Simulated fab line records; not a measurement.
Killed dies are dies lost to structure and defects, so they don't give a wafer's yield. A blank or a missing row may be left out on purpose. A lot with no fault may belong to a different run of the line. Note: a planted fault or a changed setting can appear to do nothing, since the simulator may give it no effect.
2 desks looking at one fault + flow n5_finfet + every desk sees just its own numbers, and what lay behind them comes last

## FROM THE METROLOGY DESK
Lot by lot, what the gauges showed, no matter which tool ran the lot: averages of those sampled wafers that carry a number. A lot is out of limits, marked OUT, if its mean lies more than 4 standard deviations from the usual mean; the brackets give that distance. It has 10 readings; the 7 that lie furthest out on some lot are the ones shown.
Columns: A = DIBL_N at N5_BEOL_M4_RC_MEAS_101, usual 36.3 mV/V; B = IOFF_P at N5_BEOL_M4_RC_MEAS_101, usual 0.211 nA/um; C = ION_N at N5_BEOL_M4_RC_MEAS_101, usual 676 uA/um; D = ION_P at N5_BEOL_M4_RC_MEAS_101, usual 463 uA/um; E = SS_N at N5_BEOL_M4_RC_MEAS_101, usual 71.4 mV/dec; F = VT_N at N5_BEOL_M4_RC_MEAS_101, usual 249.3 mV; G = VT_P at N5_BEOL_M4_RC_MEAS_101, usual -250.1 mV
| lot  | first seen here | A    | B     | C   | D   | E    | F     | G      |
|------|-----------------|------|-------|-----|-----|------|-------|--------|
| L427 | day 9 12:46     | 37.7 | 0.211 | 665 | 459 | 71.5 | 252.8 | -250.6 |
| L433 | day 11 06:29    | 37.0 | 0.192 | 677 | 456 | 72.3 | 251.2 | -254.0 |
| L436 | day 11 20:56    | 38.0 | 0.255 | 674 | 469 | 72.0 | 247.8 | -246.2 |
| L438 | day 12 02:07    | 35.9 | 0.196 | 681 | 462 | 71.1 | 248.0 | -250.9 |
This desk found nothing out of limits on any of the 4 lots.

## FOR THE TOOL OWNER'S DESK: litho_track-02
The tool's own readings at N5_HKMG_FIN_COAT_29 (time 60 s, resist thk 300 nm): means of the sampled wafers that have a number, for each lot that ran on this tool. A lot is out of limits, marked OUT, if its mean lies more than 4 standard deviations from the usual mean; the brackets give that distance.
Columns: A = chill_plate_temp_C at N5_HKMG_FIN_COAT_29, usual 23.01 C; B = spin_speed_rpm at N5_HKMG_FIN_COAT_29, usual 1500.2 rpm
| lot  | first seen here | A     | B                        |
|------|-----------------|-------|--------------------------|
| L427 | day 5 15:26     | 22.93 | 1501.2                   |
| L433 | day 7 07:47     | 23.00 | 1370.3 (-99 or more) OUT |
| L436 | day 7 20:26     | 23.15 | 1370.5 (-99 or more) OUT |
Finding of this desk: L433, L436 out of limits; the first was L433 at day 7 07:47, on spin_speed_rpm at N5_HKMG_FIN_COAT_29. L427 stayed within limits.

## ALL TOGETHER
At day 7 07:47, on L433, L436, the tool owner's desk was in a position to raise an alarm.
From the metrology desk's view, nothing was out of limits.
The metrology desk holds a record of L433, L436, inside its limits.
Of the lots named, all ran N5_HKMG_FIN_COAT_29 on litho_track-02.

## WHAT THE SIMULATOR HAD PUT IN
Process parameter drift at N5_HKMG_FIN_COAT_29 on litho_track-02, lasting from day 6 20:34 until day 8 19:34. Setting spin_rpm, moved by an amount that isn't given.
Shown lots that were struck: L433, L436.
Each desk's first reading out of limits, in hours after the fault started: the tool owner's desk, 11.
